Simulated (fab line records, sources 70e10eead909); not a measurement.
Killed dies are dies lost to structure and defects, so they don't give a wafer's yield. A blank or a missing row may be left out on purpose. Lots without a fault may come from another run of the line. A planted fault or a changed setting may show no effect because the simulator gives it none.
fab line records | flow nand_harc
record lots=24 wafers=72 last_day=24
route steps=1159 shown A_SLIT@794 A_WL_FILL@811 A_CONTACT@864
lots that met no fault: from a run of the same line without faults
start_h: hours from the record's first day to the start of the lot's first wafer shown | wait_h: hours since the lot's step before | " the same as in the row above | L1.1+2: a row that stands for several wafers | - no value, or no start given | * or withheld: withheld | < > ~ a bound
route shown NAME@n: a module of which the file shows steps, and the number in the route of the first | usual: mean/standard deviation of fault-free wafers | same: alike in all rows | chamber/n: place in a boat | sites: the reading at each site | _std_site: their standard deviation | _edge_site: outer sites' mean less inner sites' | radius_mm: how far each site lies from the wafer's centre | mask NAME#n: copy n | behind: the tool/chamber that last shaped the wafer | hold: why the lot was held/for how many hours/how that ended | device: the transistor (n, p or np) that didn't switch | end of line: the same wafers' tests at the end of the route | a step without rows: its recipe alone | killed: dies lost to structure and defects at the first sort, not the wafer's yield | map: a wafer's dies, x killed, . not, _ none there
set.NAME: the setting as run; set.NAME@STEP: as run at that earlier step | model.NAME: the simulator's own value behind a step, which no gauge read
steps of the route over a sample of lots; a table a step, a row a wafer
services: from which hour (start_h, from the record's first day; less than 0 if before it) a tool's chamber was out of use, for how many hours, and why
## steps
# step NHARC_A_SLIT_ETCH_24
# recipe target_depth_a=1210 time_s=60.5 cf4_flow_sccm=100 chf3_flow_sccm=30 ar_flow_sccm=0 rf_w=500 bias_w=200 chemistry=CF4/CHF3
# usual cf4_flow_sccm=100.0/0.3 drypump_motor_current_A=5.7/0.33 oes_product_au=0.963/0.02 rf_fwd_power_W=495.0/2 rf_vpp_V=370.5/2.1 showerhead_plenum_p_Torr=1.57/0.061 throttle_valve_pct=16.804/0.0088
# columns lot.wafer tool chamber start_h wait_h cf4_flow_sccm drypump_motor_current_A oes_product_au rf_fwd_power_W rf_hours_counter_h rf_vpp_V showerhead_plenum_p_Torr throttle_valve_pct
L074.4 rie_diel-08 1 311.38 0.1 99.6 5.8 0.974 497.3 0 370.9 1.58 16.821
L074.6 " 3 " " 100.1 5.7 0.984 495.8 - 370.2 1.51 16.803
L074.5 " 0 " " 100.0 5.6 0.964 496.0 - 370.7 1.55 16.814
L075.4 rie_diel-13 3 327.41 0.1 99.6 5.6 0.962 496.8 2 373.9 1.66 16.807
L075.2 " 0 " " 100.4 5.9 0.960 492.2 1 369.3 1.52 16.797
L075.6 " 2 " " 100.1 5.1 0.985 494.5 - 368.5 1.50 16.802
L076.1 rie_diel-05 2 328.82 0.1 100.1 5.2 0.925 494.8 13 367.7 1.51 16.801
L076.2 " 3 " " 99.8 6.4 0.943 494.0 13 370.6 1.58 16.790
L076.6 " 3 " " 99.8 6.4 0.922 493.4 - 371.4 1.58 16.796
L077.1 rie_diel-13 1 329.38 0.1 99.5 5.3 0.964 493.8 2 373.5 1.63 16.814
L077.2 " 2 " " 99.7 5.1 0.961 494.8 2 369.3 1.50 16.797
L077.5 " 2 " " 99.5 5.1 0.960 495.6 - 368.6 1.50 16.820
L079.3 rie_diel-05 0 335.47 0.1 99.9 5.9 0.929 492.6 13 370.6 1.61 16.802
L079.1 " 2 " " 99.6 5.3 0.927 497.4 14 368.3 1.51 16.805
L079.6 " 3 " " 100.3 6.4 0.918 492.0 - 370.0 1.58 16.792
L080.2 rie_diel-08 3 335.78 0.1 99.8 5.7 0.928 495.1 2 369.1 1.51 16.802
L080.3 " 0 " " 99.7 5.6 0.927 495.1 1 370.0 1.55 16.807
L080.6 " 1 " " 100.1 5.9 0.929 496.3 - 371.0 1.58 16.788
L078.2 rie_diel-13 3 344.45 0.1 100.1 5.6 0.982 496.8 3 372.7 1.66 16.806
L078.4 " 0 " " 100.8 5.9 0.980 492.2 3 369.9 1.52 16.809
L078.3 " 1 " " 100.1 5.4 0.966 492.8 3 372.1 1.63 16.798
L081.4 rie_diel-05 2 361.15 0.1 99.9 5.2 0.982 493.8 0 368.1 1.51 16.805
L081.2 " 0 " " 100.0 5.9 0.969 493.3 0 372.6 1.61 16.815
L081.3 " 1 " " 99.6 5.8 0.976 494.4 0 368.5 1.52 16.808
L083.2 rie_diel-05 3 377.49 0.1 99.6 6.4 0.950 494.5 1 370.0 1.58 16.796
L083.1 " 2 " " 99.9 5.3 0.957 496.0 1 368.4 1.51 16.818
L083.5 " 0 " " 99.9 6.0 0.939 492.9 - 372.8 1.61 16.789
L082.1 rie_diel-08 2 377.97 0.1 99.0 5.8 0.985 495.2 4 375.1 1.68 16.809
L082.6 " 2 " " 99.2 5.8 0.985 494.1 - 374.7 1.68 16.815
L082.5 " 3 " " 100.4 5.7 0.991 497.5 - 369.1 1.51 16.808
L084.3 rie_diel-05 2 382.25 0.1 99.6 5.2 0.974 494.7 2 367.2 1.51 16.805
L084.6 " 0 " " 99.7 6.0 0.961 494.6 - 371.8 1.61 16.798
L084.5 " 1 " " 100.5 5.8 0.957 495.2 - 369.1 1.52 16.811
L087.4 rie_diel-08 1 390.54 0.1 100.0 5.9 0.966 496.4 5 370.5 1.58 16.804
L087.1 " 2 " " 99.9 5.8 0.962 493.0 5 373.5 1.68 16.794
L087.5 " 1 " " 100.1 5.9 0.978 495.7 - 370.2 1.58 16.799
L086.1 rie_diel-08 3 391.19 0.1 100.5 5.7 0.969 495.4 5 367.2 1.51 16.809
L086.4 " 0 " " 100.0 5.7 0.984 495.0 5 369.9 1.55 16.818
L086.2 " 2 " " 100.2 5.8 0.969 495.5 5 374.4 1.68 16.810
L088.4 rie_diel-13 0 391.72 0.1 100.0 5.9 0.976 492.1 7 370.1 1.52 16.811
L088.2 " 1 " " 99.4 5.4 0.967 494.6 6 370.5 1.63 16.797
L088.5 " 2 " " 100.0 5.1 0.988 496.9 - 369.4 1.50 16.810
L085.4 rie_diel-08 1 392.60 0.1 100.1 5.9 0.996 494.4 5 370.8 1.58 16.805
L085.1 " 2 " " 100.2 5.8 0.987 496.1 6 373.7 1.68 16.795
L085.6 " 0 " " 99.8 5.7 0.976 495.8 - 369.4 1.55 16.805
L089.1 rie_diel-13 3 413.18 0.1 99.7 5.6 0.980 497.5 10 372.6 1.66 16.796
L089.4 " 2 " " 99.8 5.1 0.959 498.2 8 368.3 1.50 16.816
L089.5 " 3 " " 99.7 5.6 0.974 498.6 - 373.2 1.66 16.816
L090.1 rie_diel-08 2 414.91 0.1 100.2 5.8 0.955 497.3 7 373.8 1.68 16.798
L090.3 " 3 " " 100.1 5.7 0.970 496.0 7 369.2 1.51 16.799
L090.5 " 2 " " 100.1 5.8 0.952 496.5 - 374.5 1.68 16.810
L091.4 rie_diel-13 2 427.22 0.1 99.9 5.1 0.973 496.8 10 368.8 1.50 16.805
L091.5 " 2 " " 100.2 5.1 0.977 496.7 - 367.8 1.50 16.806
L091.6 " 3 " " 100.4 5.6 0.978 498.4 - 373.4 1.66 16.793
L092.3 rie_diel-08 2 427.61 0.1 99.7 5.8 0.973 494.8 8 374.8 1.68 16.808
L092.2 " 0 " " 100.0 5.6 0.961 495.2 8 369.5 1.55 16.803
L092.6 " 2 " " 99.8 5.8 0.992 493.5 - 374.4 1.68 16.797
L095.2 rie_diel-13 2 444.84 0.1 100.2 5.1 0.988 496.6 12 367.7 1.50 16.790
L095.1 " 0 " " 100.0 5.9 0.971 491.8 11 368.9 1.52 16.790
L095.3 " 1 " " 99.8 5.4 0.983 494.3 11 372.7 1.63 16.788
L094.2 rie_diel-08 0 446.08 0.1 99.9 5.6 0.974 494.2 10 370.4 1.55 16.802
L094.4 " 2 " " 99.6 5.8 0.969 494.5 10 374.6 1.68 16.814
L094.3 " 3 " " 100.4 5.7 0.978 497.3 10 369.1 1.51 16.807
L097.3 rie_diel-05 1 457.82 0.1 99.8 5.8 0.972 496.3 7 367.3 1.52 16.798
L097.1 " 2 " " 100.3 5.2 0.977 494.9 6 368.1 1.51 16.782
L097.5 " 0 " " 99.4 5.9 0.949 497.1 - 370.3 1.61 16.805
L093.1 rie_diel-08 3 457.97 0.1 100.2 5.7 0.929 496.5 10 370.1 1.51 16.811
L093.4 " 1 " " 99.4 5.9 0.929 495.7 10 369.8 1.58 16.817
L093.3 " 2 " " 99.7 5.8 0.930 494.4 11 374.8 1.68 16.803
L096.2 rie_diel-05 2 458.55 0.1 100.2 5.2 0.962 496.0 6 368.5 1.51 16.804
L096.5 " 3 " " 100.3 6.4 0.958 492.7 - 370.9 1.58 16.793
L096.6 " 0 " " 100.2 6.0 0.969 494.0 - 370.5 1.61 16.807
# step NHARC_A_WL_FILL_ALD_02
# recipe target_thk_a=20 pulse_time_s=3 ald_cycles=100 temp_c=450 material=TiN
# usual heater_power_w=1114/97 precursor_pulse_height_rel=0.998/0.02
# columns lot.wafer tool chamber start_h wait_h heater_power_w precursor_pulse_height_rel
L074.4 ald_metal-01 0 324.65 0.2 1116 1.028
L074.6 " 1 " " 1111 0.994
L074.5 " 2 " " 1059 1.012
L076.1 ald_metal-04 0 340.94 0.2 1064 0.996
L076.2 " 3 " " 1012 1.000
L076.6 " 1 " " 1236 1.013
L077.2 ald_metal-03 2 341.15 0.2 1106 1.002
L077.1 " 0 " " 1002 1.010
L077.5 " 2 " " 1078 0.982
L075.2 ald_metal-01 2 341.27 0.2 1079 0.977
L075.4 " 1 " " 1090 1.028
L075.6 " 3 " " 1233 0.975
L080.2 ald_metal-01 1 347.03 0.2 1087 1.005
L080.3 " 3 " " 1220 1.010
L080.6 " 2 " " 1100 0.988
L079.1 ald_metal-04 3 347.04 0.2 1010 0.995
L079.3 " 0 " " 1041 1.004
L079.6 " 3 " " 1013 0.960
L078.3 ald_metal-03 0 356.25 0.1 1032 1.026
L078.4 " 2 " " 1116 0.971
L078.2 " 3 " " 934 1.022
L081.3 ald_metal-03 2 373.77 0.1 1108 1.002
L081.4 " 3 " " 934 0.991
L081.2 " 0 " " 1038 1.014
L083.2 ald_metal-01 1 389.18 0.2 1079 1.003
L083.1 " 2 " " 1112 0.985
L083.5 " 0 " " 1088 0.999
L082.1 ald_metal-04 0 389.18 0.2 1078 0.981
L082.6 " 0 " " 1077 0.999
L082.5 " 1 " " 1272 0.999
L084.3 ald_metal-03 3 393.93 0.2 953 0.980
L084.5 " 0 " " 1036 0.989
L084.6 " 1 " " 1174 1.003
L086.4 ald_metal-04 1 402.80 0.1 1266 0.995
L086.2 " 3 " " 993 0.968
L086.1 " 0 " " 1053 1.015
L087.4 ald_metal-01 2 402.97 0.1 1087 1.001
L087.1 " 0 " " 1088 0.989
L087.5 " 2 " " 1102 1.013
L088.2 ald_metal-01 2 405.72 0.2 1083 0.960
L088.4 " 3 " " 1223 1.037
L088.5 " 2 " " 1060 1.007
L085.1 ald_metal-03 2 405.74 0.2 1110 1.014
L085.4 " 0 " " 1032 1.048
L085.6 " 2 " " 1143 0.980
L090.1 ald_metal-03 1 427.28 0.2 1171 0.990
L090.3 " 0 " " 1017 1.026
L090.5 " 1 " " 1202 0.971
L089.1 ald_metal-01 2 427.49 0.2 1073 0.999
L089.4 " 3 " " 1225 1.011
L089.5 " 1 " " 1125 0.954
L091.4 ald_metal-01 2 441.38 0.2 1056 0.976
L091.5 " 3 " " 1222 0.994
L091.6 " 0 " " 1089 0.982
L092.3 ald_metal-03 1 441.43 0.1 1206 1.015
L092.2 " 2 " " 1143 0.973
L092.6 " 2 " " 1130 0.971
L095.1 ald_metal-03 2 456.43 0.2 1121 1.010
L095.3 " 3 " " 950 1.012
L095.2 " 0 " " 997 0.980
L094.2 ald_metal-04 3 456.60 0.2 1011 1.010
L094.4 " 1 " " 1266 0.999
L094.3 " 2 " " 1278 0.976
L097.3 ald_metal-01 3 472.19 0.1 1243 0.995
L097.1 " 2 " " 1109 1.014
L097.5 " 3 " " 1225 1.017
L093.1 ald_metal-03 0 472.36 0.2 1048 0.975
L093.3 " 1 " " 1180 0.996
L093.4 " 2 " " 1145 0.994
L096.2 ald_metal-04 1 472.59 0.2 1245 1.018
L096.5 " 3 " " 1028 1.007
L096.6 " 0 " " 1029 1.020
# step NHARC_A_WL_FILL_ETCHBACK_05
# recipe target_depth_a=220 time_s=60 temp_c=40 chemistry=Cl2/BCl3
# usual drypump_motor_current_A=5.9/0.57 oes_product_au=1.003/0.0067 temp_c=40.01/0.11
# columns lot.wafer tool chamber start_h wait_h drypump_motor_current_A oes_product_au rf_hours_counter_h temp_c
L074.4 rie_metal-01 1 329.79 0.1 5.8 0.990 - 40.00
L074.6 " 0 " " 6.3 1.005 - 40.05
L074.5 " 1 " " 5.8 1.003 - 39.76
L076.1 rie_metal-01 0 345.86 0.2 6.3 1.007 0.1 39.93
L076.2 " 1 " " 5.8 1.006 0.1 40.04
L076.6 " 0 " " 6.4 1.012 - 39.96
L077.2 rie_metal-03 0 348.69 0.2 5.2 1.004 1.5 40.14
L077.1 " 1 " " 6.7 0.995 1.5 39.95
L077.5 " 1 " " 6.7 0.997 - 39.98
L075.2 rie_metal-01 0 348.74 0.2 6.3 1.007 0.4 40.08
L075.4 " 1 " " 5.8 1.006 - 40.04
L075.6 " 0 " " 6.3 1.019 - 40.01
L080.2 rie_metal-01 1 356.78 0.2 5.8 1.006 0.6 40.22
L080.3 " 1 " " 5.8 1.009 - 40.21
L080.6 " 1 " " 5.8 1.007 - 40.00
L079.1 rie_metal-02 1 356.85 0.2 5.6 1.009 4.0 40.29
L079.3 " 0 " " 5.0 1.018 - 39.97
L079.6 " 0 " " 5.0 1.010 - 39.85
L078.2 rie_metal-02 1 361.06 0.2 5.6 1.006 4.3 40.00
L078.3 " 1 " " 5.6 1.012 - 39.96
L078.4 " 0 " " 5.0 0.999 - 39.97
L081.2 rie_metal-03 1 381.27 0.2 6.6 0.996 2.5 39.96
L081.3 " 0 " " 5.2 1.004 - 40.14
L081.4 " 1 " " 6.6 0.996 - 39.97
L083.1 rie_metal-01 0 393.16 0.2 6.3 0.999 1.6 40.11
L083.2 " 1 " " 5.8 1.003 1.6 40.04
L083.5 " 1 " " 5.8 1.004 - 40.04
L082.1 rie_metal-03 1 396.03 0.2 6.6 0.999 2.8 39.84
L082.5 " 0 " " 5.2 0.995 - 40.10
L082.6 " 1 " " 6.6 0.993 - 39.91
L084.3 rie_metal-03 0 400.17 0.2 5.2 0.999 - 39.84
L084.5 " 1 " " 6.7 1.015 - 40.07
L084.6 " 0 " " 5.2 1.005 - 40.04
L086.2 rie_metal-03 1 406.79 0.2 6.7 0.997 3.3 40.02
L086.1 " 0 " " 5.2 1.003 3.3 40.08
L086.4 " 1 " " 6.7 1.006 - 40.00
L087.1 rie_metal-01 0 406.96 0.2 6.3 1.013 2.3 39.93
L087.4 " 1 " " 5.8 1.004 - 40.03
L087.5 " 1 " " 5.8 1.002 - 40.05
L088.2 rie_metal-03 0 410.51 0.2 5.2 0.992 3.5 40.11
L088.4 " 0 " " 5.2 0.996 - 40.12
L088.5 " 0 " " 5.2 1.006 - 40.19
L085.1 rie_metal-01 0 410.82 0.2 6.3 1.007 2.6 39.99
L085.4 " 0 " " 6.3 1.003 - 39.98
L085.6 " 0 " " 6.3 0.998 - 39.96
L090.1 rie_metal-01 1 431.29 0.2 5.8 1.008 2.9 40.05
L090.3 " 0 " " 6.3 1.008 - 39.98
L090.5 " 1 " " 5.8 1.001 - 40.01
L089.1 rie_metal-03 0 431.45 0.2 5.2 1.001 4.3 40.05
L089.4 " 0 " " 5.2 0.990 - 39.96
L089.5 " 0 " " 5.2 1.000 - 40.08
L091.4 rie_metal-01 0 445.29 0.1 6.3 1.009 - 40.13
L091.5 " 1 " " 5.8 1.005 - 40.05
L091.6 " 0 " " 6.3 0.997 - 40.02
L092.2 rie_metal-03 0 445.74 0.2 5.2 1.006 4.8 39.89
L092.3 " 1 " " 6.7 1.003 - 40.15
L092.6 " 0 " " 5.2 0.984 - 39.77
L095.1 rie_metal-01 0 460.41 0.2 6.3 1.006 3.7 40.14
L095.2 " 1 " " 5.8 0.990 3.7 39.96
L095.3 " 0 " " 6.3 0.991 - 39.96
L094.2 rie_metal-02 0 460.58 0.2 5.0 1.010 2.1 40.03
L094.4 " 0 " " 5.0 1.003 - 39.87
L094.3 " 1 " " 5.6 1.001 - 40.06
L097.1 rie_metal-03 0 476.16 0.2 5.2 0.992 0.4 40.01
L097.3 " 0 " " 5.3 1.000 - 40.10
L097.5 " 1 " " 6.6 1.000 - 39.92
L093.1 rie_metal-02 1 476.34 0.2 5.6 1.004 2.6 40.09
L093.3 " 0 " " 5.0 1.002 - 39.88
L093.4 " 1 " " 5.6 1.011 - 40.05
L096.2 rie_metal-03 0 478.96 0.2 5.3 1.001 0.6 40.07
L096.5 " 0 " " 5.2 0.990 - 39.86
L096.6 " 1 " " 6.6 1.004 - 40.16
# step NHARC_A_WL_FILL_INSPECT_15
# usual raw_defect_count=419/160
# columns lot.wafer tool chamber start_h wait_h raw_defect_count
L074.4 defect_inspect-02 - 354.40 0.0 522
L074.5 " - " " 624
L074.6 " - " " 373
L075.2 defect_inspect-02 - 368.54 0.0 581
L075.4 " - " " 490
L075.6 " - " " 370
L076.1 defect_inspect-02 - 368.59 0.0 221
L076.2 " - " " 295
L076.6 " - " " 254
L077.1 defect_inspect-02 - 372.94 0.1 226
L077.2 " - " " 278
L077.5 " - " " 266
L079.1 defect_inspect-02 - 378.51 0.0 306
L079.3 " - " " 422
L079.6 " - " " 280
L080.2 defect_inspect-01 - 378.55 0.0 788
L080.3 " - " " 768
L080.6 " - " " 426
L078.2 defect_inspect-02 - 384.05 0.0 299
L078.3 " - " " 359
L078.4 " - " " 622
L081.2 defect_inspect-02 - 402.82 0.0 281
L081.3 " - " " 424
L081.4 " - " " 225
L083.1 defect_inspect-02 - 416.56 0.0 464
L083.2 " - " " 730
L083.5 " - " " 368
L082.1 defect_inspect-01 - 416.66 0.0 422
L082.5 " - " " 293
L082.6 " - " " 359
L084.3 defect_inspect-02 - 421.56 0.0 461
L084.5 " - " " 287
L084.6 " - " " 264
L086.1 defect_inspect-01 - 428.32 0.0 475
L086.2 " - " " 494
L086.4 " - " " 510
L087.1 defect_inspect-02 - 428.34 0.0 301
L087.4 " - " " 359
L087.5 " - " " 411
L088.2 defect_inspect-01 - 436.19 0.0 367
L088.4 " - " " 576
L088.5 " - " " 515
L085.1 defect_inspect-01 - 436.53 0.0 316
L085.4 " - " " 272
L085.6 " - " " 501
L089.1 defect_inspect-02 - 454.51 0.0 419
L089.4 " - " " 557
L089.5 " - " " 359
L090.1 defect_inspect-02 - 454.60 0.0 446
L090.3 " - " " 326
L090.5 " - " " 318
L091.4 defect_inspect-01 - 466.80 0.0 503
L091.5 " - " " 637
L091.6 " - " " 463
L092.2 defect_inspect-02 - 466.81 0.0 270
L092.3 " - " " 428
L092.6 " - " " 309
L094.2 defect_inspect-01 - 493.95 0.0 241
L094.3 " - " " 269
L094.4 " - " " 502
L095.1 defect_inspect-01 - 496.75 0.0 447
L095.2 " - " " 398
L095.3 " - " " 415
L093.1 defect_inspect-01 - 502.08 0.0 382
L093.3 " - " " 267
L093.4 " - " " 376
L096.2 defect_inspect-02 - 504.66 0.0 362
L096.5 " - " " 256
L096.6 " - " " 425
L097.1 defect_inspect-02 - 506.76 0.0 423
L097.3 " - " " 409
L097.5 " - " " 436
# step NHARC_A_CONTACT_ETCH_113
# recipe source_w=withheld pressure_mtorr=20 bias_v=3000 time_s=94 target_depth_a=9220 ar_flow_sccm=withheld c4f8_flow_sccm=withheld o2_flow_sccm=withheld chemistry=C4F8/O2/Ar
# columns lot.wafer tool chamber start_h wait_h rf_hours_counter_h
L074.4 har_cap_etch-03 0 362.80 0.1 -
L074.6 " 1 " " -
L074.5 " 0 " " -
L075.2 har_cap_etch-03 1 374.01 0.1 83
L075.4 " 0 " " -
L075.6 " 1 " " -
L076.2 har_cap_etch-01 1 374.07 0.1 57
L076.1 " 0 " " 57
L076.6 " 1 " " -
L077.1 har_cap_etch-03 1 378.50 0.1 84
L077.2 " 0 " " 84
L077.5 " 0 " " -
L079.1 har_cap_etch-02 1 385.46 0.1 12
L079.3 " 1 " " -
L079.6 " 0 " " -
L080.2 har_cap_etch-03 1 385.70 0.1 87
L080.3 " 0 " " -
L080.6 " 1 " " -
L078.2 har_cap_etch-01 1 390.93 0.1 61
L078.3 " 0 " " -
L078.4 " 1 " " -
L081.2 har_cap_etch-02 1 408.31 0.1 16
L081.3 " 1 " " -
L081.4 " 0 " " -
L082.1 har_cap_etch-03 1 422.15 0.1 93
L082.6 " 0 " " -
L082.5 " 1 " " -
L083.1 har_cap_etch-02 1 422.23 0.1 17
L083.2 " 0 " " 17
L083.5 " 0 " " -
L084.3 har_cap_etch-03 1 427.50 0.1 -
L084.6 " 1 " " -
L084.5 " 0 " " -
L086.1 har_cap_etch-03 1 433.72 0.1 95
L086.2 " 0 " " 95
L086.4 " 0 " " -
L087.1 har_cap_etch-02 0 434.07 0.1 20
L087.4 " 0 " " -
L087.5 " 0 " " -
L088.2 har_cap_etch-03 1 442.00 0.1 97
L088.4 " 1 " " -
L088.5 " 1 " " -
L085.1 har_cap_etch-02 0 443.18 0.1 22
L085.4 " 1 " " -
L085.6 " 1 " " -
L090.1 har_cap_etch-02 0 461.70 0.1 25
L090.3 " 1 " " -
L090.5 " 1 " " -
L089.1 har_cap_etch-03 1 461.99 0.1 101
L089.4 " 0 " " -
L089.5 " 1 " " -
L091.4 har_cap_etch-03 0 472.23 0.1 -
L091.5 " 1 " " -
L091.6 " 0 " " -
L092.2 har_cap_etch-02 1 473.92 0.1 27
L092.3 " 1 " " -
L092.6 " 0 " " -
L094.2 har_cap_etch-01 0 499.53 0.1 77
L094.3 " 0 " " -
L094.4 " 1 " " -
L095.2 har_cap_etch-03 1 502.35 0.1 105
L095.1 " 0 " " 105
L095.3 " 1 " " -
L093.1 har_cap_etch-01 1 508.23 0.1 78
L093.3 " 0 " " -
L093.4 " 1 " " -
L096.2 har_cap_etch-02 0 510.24 0.1 32
L096.5 " 1 " " -
L096.6 " 0 " " -
L097.1 har_cap_etch-01 0 512.27 0.1 79
L097.3 " 0 " " -
L097.5 " 0 " " -
# step NHARC_A_CONTACT_ETCH_90
# recipe target_depth_a=400 over_etch_frac=0.5 time_s=85.7 ion_energy_ev=120 ch3f_flow_sccm=50 o2_flow_sccm=30 ar_flow_sccm=200 rf_w=500 bias_w=100 chemistry=CH3F/O2
# usual drypump_motor_current_A=5.79/0.27 oes_product_au=0.96/0.038 rf_fwd_power_W=496.3/1.7 rf_vpp_V=245.0/1.6 showerhead_plenum_p_Torr=2.51/0.094 throttle_valve_pct=20.663/0.0092
# columns lot.wafer tool chamber start_h wait_h drypump_motor_current_A oes_product_au rf_fwd_power_W rf_hours_counter_h rf_vpp_V showerhead_plenum_p_Torr throttle_valve_pct
L074.4 rie_diel-10 1 364.26 0.4 5.66 1.01 494.9 0 243.6 2.45 20.663
L074.6 " 1 " " 5.62 1.00 495.7 - 243.5 2.45 20.648
L074.5 " 2 " " 6.10 1.00 496.1 - 245.9 2.53 20.666
L076.1 rie_diel-10 1 375.59 0.5 5.62 1.01 492.9 2 243.2 2.45 20.661
L076.2 " 0 " " 5.33 0.99 495.6 2 246.9 2.59 20.661
L076.6 " 2 " " 6.01 1.00 499.3 - 244.4 2.53 20.664
L075.4 rie_diel-10 2 375.93 0.4 6.02 1.01 494.8 2 245.5 2.53 20.655
L075.2 " 1 " " 5.62 1.01 495.2 2 243.9 2.45 20.655
L075.6 " 2 " " 6.03 1.00 494.8 - 244.7 2.53 20.653
L077.2 rie_diel-03 1 380.06 0.5 5.75 0.93 496.8 64 247.9 2.61 20.664
L077.1 " 3 " " 6.08 0.93 496.2 64 244.2 2.51 20.672
L077.5 " 0 " " 5.45 0.91 498.2 - 245.0 2.49 20.664
L079.1 rie_diel-03 3 386.97 0.5 6.05 0.93 496.6 66 245.3 2.51 20.657
L079.3 " 0 " " 5.46 0.92 499.8 64 245.0 2.49 20.682
L079.6 " 2 " " 5.77 0.93 496.4 - 245.3 2.49 20.652
L080.2 rie_diel-07 1 387.22 0.6 5.55 0.92 495.5 53 242.2 2.30 20.657
L080.3 " 3 " " 5.71 0.92 498.0 46 245.4 2.50 20.663
L080.6 " 1 " " 5.55 0.92 497.1 - 240.4 2.30 20.660
L078.4 rie_diel-07 1 392.43 0.4 5.52 0.92 496.3 55 241.1 2.30 20.659
L078.3 " 2 " " 6.07 0.93 499.9 51 242.6 2.32 20.670
L078.2 " 3 " " 5.71 0.93 495.7 48 244.3 2.50 20.655
L081.2 rie_diel-10 3 410.30 0.7 5.87 0.92 497.0 11 246.2 2.61 20.648
L081.4 " 0 " " 5.30 0.92 497.2 11 246.3 2.59 20.691
L081.3 " 1 " " 5.66 0.93 492.7 12 242.6 2.44 20.666
L082.1 rie_diel-10 1 423.65 0.5 5.65 1.01 494.9 13 243.6 2.44 20.672
L082.5 " 1 " " 5.62 1.01 496.0 - 244.2 2.44 20.661
L082.6 " 2 " " 6.08 1.01 496.9 - 247.5 2.53 20.673
L083.1 rie_diel-07 3 423.76 0.6 5.70 1.00 499.7 3 246.4 2.50 20.664
L083.2 " 0 " " 6.23 0.98 492.6 3 246.3 2.63 20.654
L083.5 " 3 " " 5.74 1.00 499.6 - 244.4 2.50 20.645
L084.3 rie_diel-10 1 429.02 0.5 5.66 0.92 496.5 15 244.3 2.44 20.670
L084.6 " 2 " " 6.05 0.93 496.9 - 245.1 2.53 20.661
L084.5 " 3 " " 5.89 0.92 495.0 - 245.7 2.61 20.666
L086.1 rie_diel-10 2 435.23 0.5 6.02 1.00 496.7 16 245.0 2.53 20.654
L086.4 " 3 " " 5.89 1.00 498.3 16 245.7 2.61 20.670
L086.2 " 1 " " 5.62 1.00 497.1 17 245.2 2.44 20.669
L087.4 rie_diel-10 1 436.17 0.4 5.64 0.93 496.3 17 242.1 2.44 20.650
L087.1 " 3 " " 5.91 0.92 495.8 16 246.5 2.60 20.655
L087.5 " 2 " " 6.05 0.93 497.5 - 245.8 2.53 20.645
L088.2 rie_diel-10 3 443.54 0.6 5.90 0.92 495.5 17 244.9 2.60 20.651
L088.4 " 1 " " 5.64 0.93 495.3 19 244.3 2.44 20.663
L088.5 " 3 " " 5.89 0.94 495.7 - 247.1 2.60 20.655
L085.1 rie_diel-07 0 444.71 0.5 6.23 0.93 493.7 12 245.1 2.63 20.673
L085.6 " 2 " " 6.04 0.93 497.1 - 241.3 2.32 20.662
L085.4 " 0 " " 6.20 0.93 492.3 - 246.8 2.63 20.673
L090.3 rie_diel-10 3 463.21 0.4 5.89 0.97 496.2 21 246.7 2.60 20.668
L090.1 " 0 " " 5.31 0.97 497.0 22 246.2 2.58 20.660
L090.5 " 3 " " 5.90 0.98 496.7 - 245.8 2.60 20.665
L089.4 rie_diel-10 2 463.50 0.4 6.07 0.93 494.5 22 244.3 2.53 20.664
L089.1 " 0 " " 5.31 0.93 497.0 22 245.0 2.58 20.666
L089.5 " 2 " " 6.05 0.93 495.9 - 245.7 2.53 20.670
L091.4 rie_diel-10 1 473.74 0.4 5.63 0.93 492.6 25 244.4 2.44 20.672
L091.6 " 2 " " 6.04 0.93 497.9 - 244.9 2.52 20.654
L091.5 " 3 " " 5.87 0.92 495.9 - 247.2 2.60 20.682
L092.3 rie_diel-07 1 475.42 0.4 5.59 1.00 497.5 16 242.9 2.29 20.675
L092.2 " 2 " " 6.06 1.00 495.1 23 241.7 2.31 20.668
L092.6 " 2 " " 6.05 1.00 494.6 - 242.0 2.31 20.659
L094.4 rie_diel-03 2 501.03 0.4 5.70 1.00 493.5 32 246.4 2.48 20.671
L094.2 " 3 " " 6.05 1.01 495.3 32 243.9 2.50 20.663
L094.3 " 1 " " 5.80 1.00 495.2 33 245.9 2.59 20.654
L095.3 rie_diel-10 3 503.86 0.4 5.89 0.93 494.4 28 246.0 2.60 20.663
L095.1 " 0 " " 5.30 0.92 499.1 28 245.4 2.58 20.676
L095.2 " 1 " " 5.62 0.93 494.1 30 241.4 2.43 20.673
L093.1 rie_diel-03 2 509.73 0.5 5.75 0.93 494.6 37 243.8 2.47 20.665
L093.3 " 3 " " 6.07 0.92 499.3 36 245.4 2.49 20.667
L093.4 " 0 " " 5.49 0.93 499.2 37 244.7 2.47 20.652
L096.2 rie_diel-10 1 511.92 0.6 5.64 1.00 495.5 33 243.0 2.43 20.676
L096.6 " 0 " " 5.29 1.00 498.5 - 245.1 2.58 20.653
L096.5 " 1 " " 5.64 1.01 496.2 - 244.5 2.43 20.653
L097.1 rie_diel-03 3 513.78 0.5 6.08 1.02 496.3 39 245.1 2.49 20.650
L097.3 " 1 " " 5.78 1.00 493.7 39 245.3 2.59 20.661
L097.5 " 3 " " 6.06 1.01 496.6 - 245.0 2.49 20.662
## services
# columns tool chamber start_h hours kind
rie_diel-13 2 288.21 7.7 repair
rie_diel-10 2 292.06 9.5 repair
rie_diel-08 - 301.80 9.0 pm
har_cap_etch-02 - 305.00 17.0 pm
ald_metal-03 - 322.00 10.0 pm
har_cap_etch-03 - 327.88 0.6 repair
rie_metal-01 - 332.13 9.0 pm
rie_diel-05 - 340.74 9.0 pm
rie_diel-08 2 350.18 2.9 repair
rie_diel-10 - 353.58 9.0 pm
rie_diel-08 3 356.71 4.1 repair
ald_metal-03 2 364.36 3.2 repair
ald_metal-03 - 372.90 0.8 repair
rie_metal-03 - 374.02 0.4 repair
rie_metal-03 0 375.49 2.5 repair
rie_diel-08 0 418.30 7.6 repair
rie_diel-08 3 429.89 6.7 repair
rie_metal-03 - 453.00 9.0 pm
ald_metal-01 - 458.00 10.0 pm
rie_diel-08 - 478.80 9.0 pm
rie_diel-10 2 490.97 14.2 repair
rie_diel-08 0 493.91 5.7 repair
ald_metal-03 - 500.00 10.0 pm
rie_metal-01 - 509.13 9.0 pm
## key
fault none
